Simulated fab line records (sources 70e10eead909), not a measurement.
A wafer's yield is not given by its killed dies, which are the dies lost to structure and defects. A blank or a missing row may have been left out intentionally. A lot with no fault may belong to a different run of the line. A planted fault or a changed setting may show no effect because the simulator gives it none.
Problem report in the 8D (eight disciplines) form, filled by code	flow nand_harc	the parts of the form that need people (team, actions taken, sign-off) are left out

## 1. PROBLEM STATEMENT
A mean of 657 is read at NHARC_END_SORT_01 for killed_at_array, taken on 1 wafer of 1 lot, against 25 (standard deviation 10) on wafers free of any fault. That puts it +63 standard deviations away from the usual mean.
Seen first at day 23 13:11 on prober-02, wafer L751.2. The record has a number at this step for 9 wafers belonging to 3 lots. Rule for "out" (also "out of limits"): further than 4 standard deviations from the usual mean. The rest of the wafers with a number are treated as sound.

## 2. WHAT IT IS, WHAT IT ISN'T
question	is	is not
which readings at this step	killed_at_array, killed_dies	killed_at_other, killed_at_periphery, killed_open, killed_short
which lots	L751	L744, L745
which wafers of those lots	L751.2	L751.1, L751.5
read on which gauges	prober-02	-
when	from day 23 13:11	up to then (7 sound wafers); but 1 sound wafer of L751 came after

## 3. SUSPECTS, AND WHAT RULES EACH OUT
Counting: any tool at a process step up to the reading remains a suspect provided it ran every lot that is out. Sound lots after the first of them don't rule it out here, since some wafers of a struck lot are sound.
- ruled out: the gauge at NHARC_END_SORT_01. All the wafers that are out were read on prober-02, but those of them that NHARC_A_STAIRCASE_TRIM_196 has rows for are out there too, on other tools.
- rie_diel-11 at NHARC_A_STAIRCASE_TRIM_187 (chemistry O2, time 211.2 s): kept. It ran the lot that is out, L751 (day 15 03:52).
- rie_diel-11 at NHARC_A_STAIRCASE_TRIM_196 (chemistry O2, time 211.2 s): kept. It ran the lot that is out, L751 (day 15 05:01). Its own run_length_s readings are out on those wafers.
- rie_diel-11 at NHARC_A_STAIRCASE_ETCH_199 (etches the open film in C4F8/O2, target depth 100 nm, time 40.5 s): kept. It ran the lot that is out, L751 (day 23 12:23). Because NHARC_A_STAIRCASE_ETCH_199 lacks a start for some lots, the hours and order of its lots are taken from NHARC_END_SORT_01.
- rie_diel-11 at NHARC_A_STAIRCASE_TRIM_202 (chemistry O2, time 211.2 s): kept. It ran the lot that is out, L751 (day 23 12:23). Because NHARC_A_STAIRCASE_TRIM_202 lacks a start for some lots, the hours and order of its lots are taken from NHARC_END_SORT_01.
- At NHARC_A_STAIRCASE_TRIM_187, inside rie_diel-11: chamber 0 took the wafers that are out, while their sound lot-mates went through chambers 1, 3.
- At NHARC_A_STAIRCASE_TRIM_196, inside rie_diel-11: chamber 0 took the wafers that are out, while their sound lot-mates went through chambers 2, 3.
- Within rie_diel-11 at NHARC_A_STAIRCASE_ETCH_199: the wafers that are out ran in chamber 3; their sound lot-mates ran in chamber 0.
- At NHARC_A_STAIRCASE_TRIM_202, inside rie_diel-11: chamber 0 took the wafers that are out, while their sound lot-mates went through chambers 2, 3.
Left after counting: rie_diel-11 at NHARC_A_STAIRCASE_TRIM_187, rie_diel-11 at NHARC_A_STAIRCASE_TRIM_196, rie_diel-11 at NHARC_A_STAIRCASE_ETCH_199, rie_diel-11 at NHARC_A_STAIRCASE_TRIM_202.

## 4. THE CAUSE (what the simulator had put in)
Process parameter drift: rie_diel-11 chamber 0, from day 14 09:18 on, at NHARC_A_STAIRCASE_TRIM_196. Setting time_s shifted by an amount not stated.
4 suspects survive the count, and this tool is in that group.

## 5. THE EFFECT CHAIN, in route order
One row per reading whose mean, taken over the struck wafers that have a number, lies over 3 standard deviations from the usual. Readings are gone through only where the record gives a usual standard deviation; hours: the median, over the lots, of the time from a lot's start at the first step in this table giving one to that lot's start at this step; sigmas: the change measured in usual standard deviations.
hours	step	reading	usual	on struck wafers	change	sigmas
0	NHARC_A_STAIRCASE_TRIM_196	run_length_s	232.7 s	150.6	-82.1	-99 or more
200	NHARC_END_SORT_01	killed_at_array	25	657	+632	+63
200	NHARC_END_SORT_01	killed_dies	29	659	+630	+63
Process steps it contains:
- NHARC_A_STAIRCASE_TRIM_196: chemistry O2, time 211.2 s.

## 6. HOW IT WOULD HAVE BEEN CAUGHT EARLIER
220 hours passed between the start of the fault at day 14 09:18 and the first reading out of limits at a measuring or inspecting step in this record, taken at day 23 13:11.
Tool's own readings at NHARC_A_STAIRCASE_TRIM_196, run_length_s: out on all struck wafers the step has rows for; an alarm limit on them would have tripped on the first.
By day 23 13:11, every lot that is out (1) had started NHARC_A_STAIRCASE_TRIM_196 on rie_diel-11. None of them would have been spared by holding the tool at that moment.
